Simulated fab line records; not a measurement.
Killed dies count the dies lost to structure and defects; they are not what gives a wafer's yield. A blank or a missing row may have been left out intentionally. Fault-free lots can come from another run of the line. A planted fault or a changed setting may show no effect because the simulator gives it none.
A struck lot beside a sound one ; flow n5-finfet ; 36 out of 1938 route steps
Sound: the wafers L637.1, L637.2, L637.3. Wafers L649.3, L649.4, L649.5 were the ones struck. The cause is given at the end.
Order at every step that has rows: each side's tool, ch and its chambers, its first start. Under that, the readings that differ: sound wafers ; struck wafers ; difference of the means ; sigmas: that difference in standard deviations of wafers without a fault.
alike: words and numbers the same on both sides, and readings whose means are apart by under 2 such deviations; not compared: readings that were withheld, readings missing a value for some wafer, numbers with overlapping values and no deviation given by the record, and bounds like >300 which may hide the same value.
A row with sigmas, a row that says differs or no value, or rows on one side alone: a step with any of these is where the two part. Numbers that have no deviation but don't overlap get no sigmas and don't part them. A reading missing from all wafers of one side parts the sides only when that side holds two or more wafers.

first, 9 steps without rows for these wafers: N5_BEOL_M4_ANNEAL_95 (time 240 s); N5_BEOL_M4_SPUTTER_96 (material Cu, target thk 4.5 nm, time 8.29 s); N5_BEOL_M4_ECD_50 (material Cu, target thk 300 nm); N5_BEOL_M4_ANNEAL_51 (time 90 s); N5_BEOL_M4_CMP_52 (polishes, stops on SiOC, t overpolish 6.8 s, target thk 40 nm); N5_BEOL_M4_PRE_CLEAN_60 (time 15 s); N5_BEOL_M4_CO_CAP_55 (material Co, precursor CCTBA/H2, target thk 2 nm, time 102.1 s); N5_BEOL_M4_PRE_CLEAN_56 (time 15 s); N5_BEOL_M4_DEP_57 (deposits SiCN from 3MS/NH3, target thk 8 nm, time 14 s).
N5_BEOL_M4_RC_MEAS_101:
  sound on prober-02 ch 0, day 9 17:05; struck on prober-02 ch 0, day 12 23:17
reading;sound;struck;difference;sigmas
ION_N (uA/um);680 649 641;681 695 690;+32;+2
  alike: DIBL_N, DIBL_P, IOFF_N, IOFF_P, ION_P, SS_N, SS_P, VT_N, VT_P
then, 24 steps without rows for these wafers: N5_BEOL_M5_ILD_DEP_00 (deposits SiCOH lowk from DEMS/porogen, target thk 140.64 nm, time 25.9 s); N5_BEOL_M5_CURE_79 (cures SiCOH lowk, time 240 s); N5_BEOL_M5_PECVD_70 (deposits SiO2 from TEOS/O2, target thk 16 nm, time 18 s); N5_BEOL_M5_HM_DEP_02 (deposits TiN, target thk 20 nm); N5_BEOL_M5_COAT_59 (time 60 s, resist thk 60 nm); N5_BEOL_M5_COAT_60 (time 60 s, resist thk 12 nm); N5_BEOL_M5_COAT_71 (time 60 s, resist thk 5 nm); N5_BEOL_M5_COAT_05 (resist thk 30 nm); N5_BEOL_M5_EBR_07; N5_BEOL_M5_SOFTBAKE_06 (time 60 s); N5_BEOL_M5_EXPOSE_08 (exposes mask M5, target cd 28 nm); N5_BEOL_M5_PEB_09 (peb time 60 s); N5_BEOL_M5_DEVELOP_10 (develop time 30 s); N5_BEOL_M5_DESCUM_16 (chemistry O2, time 7 s); N5_BEOL_M5_ETCH_72 (etches underlayer in N2/H2, target depth 6.5 nm, time 5.2 s); N5_BEOL_M5_ETCH_61 (etches SiARC in CF4, target depth 15.6 nm, time 26 s); N5_BEOL_M5_ETCH_62 (etches SOC in N2/H2, target depth 75 nm, overetch 15 nm, time 112.5 s); N5_BEOL_M5_STRIP_63 (strips in N2/H2); N5_BEOL_M5_STRIP_73 (strips in N2/H2); N5_BEOL_M5_STRIP_64 (strips in CF4); N5_BEOL_M5_HM_OPEN_17 (chemistry Cl2/BCl3, target TiN, target depth 20 nm, overetch 6 nm); N5_BEOL_M5_STRIP_19 (strips in O2); N5_BEOL_M5_COAT_65 (time 60 s, resist thk 60 nm); N5_BEOL_M5_COAT_66 (time 60 s, resist thk 12 nm).
-- here the record skips 4 days between the struck wafers' starts before and after, leaving off in module BEOL_M5 and picking up in module MIM_BOT_ETCH (first step shown: number 1868 of the route) --
N5_MIM_BOT_ETCH_ETCH_00: etches TiN in Cl2/BCl3, target depth 45.5 nm.
  sound on rie-metal-01 ch 0,1, day 14 01:22; struck on rie-metal-01 ch 0,1, day 17 01:34
reading;sound;struck;difference;sigmas
oes-product-au (a.u.);0.93 0.91 0.90;0.65 0.67 0.68;-0.25;-3
model.etch.depth-nm (nm);47.12 44.33 44.49;26.68 28.86 29.12;-17.09;
model.MIM_BOT_ETCH.cd-offset-nm (nm);-0.4 0.4 0.4;0.8 0.8 1.4;+0.9;
  alike: drypump-motor-current-A, throttle-valve-pct
  not compared: rf-hours-counter-h, model.coat_of_MIM_BOT_LITHO_COAT_02.thk-nm
N5_PASSIVATION_PROBE_49:
  sound on prober-01, day 14 11:27; struck on prober-02, day 17 11:47
reading;sound;struck;difference;sigmas
defect-limited-yield (%);91.8 90.4 91.2;0 0 0;-91;-65
killed-at-other;3 1 2;1082 1095 1117;+1096;+99 or more
killed-dies;97 113 104;1180 1180 1180;+1075;+67
killed-on-rim;17 13 14;152 152 152;+137;+34
sort_bin_5_function (%);4.9 5.5 5.5;97.5 95.8 98.1;+91.8;+99 or more
sort-n-pass;1083 1066 1072;0 0 0;-1074;-63
sort-yield-pct (%);91.8 90.3 90.8;0 0 0;-91;-65
  alike: killed_at_M0_to_M3, killed_at_M4_up, killed-at-contacts, killed-at-front-end, killed-open, killed-short, sort_bin_6_memory, sort_bin_8_speed

## WHERE THEY PART
First at N5_BEOL_M4_RC_MEAS_101; last, within this record, at N5_PASSIVATION_PROBE_49.

WHY: the cause the simulator had injected
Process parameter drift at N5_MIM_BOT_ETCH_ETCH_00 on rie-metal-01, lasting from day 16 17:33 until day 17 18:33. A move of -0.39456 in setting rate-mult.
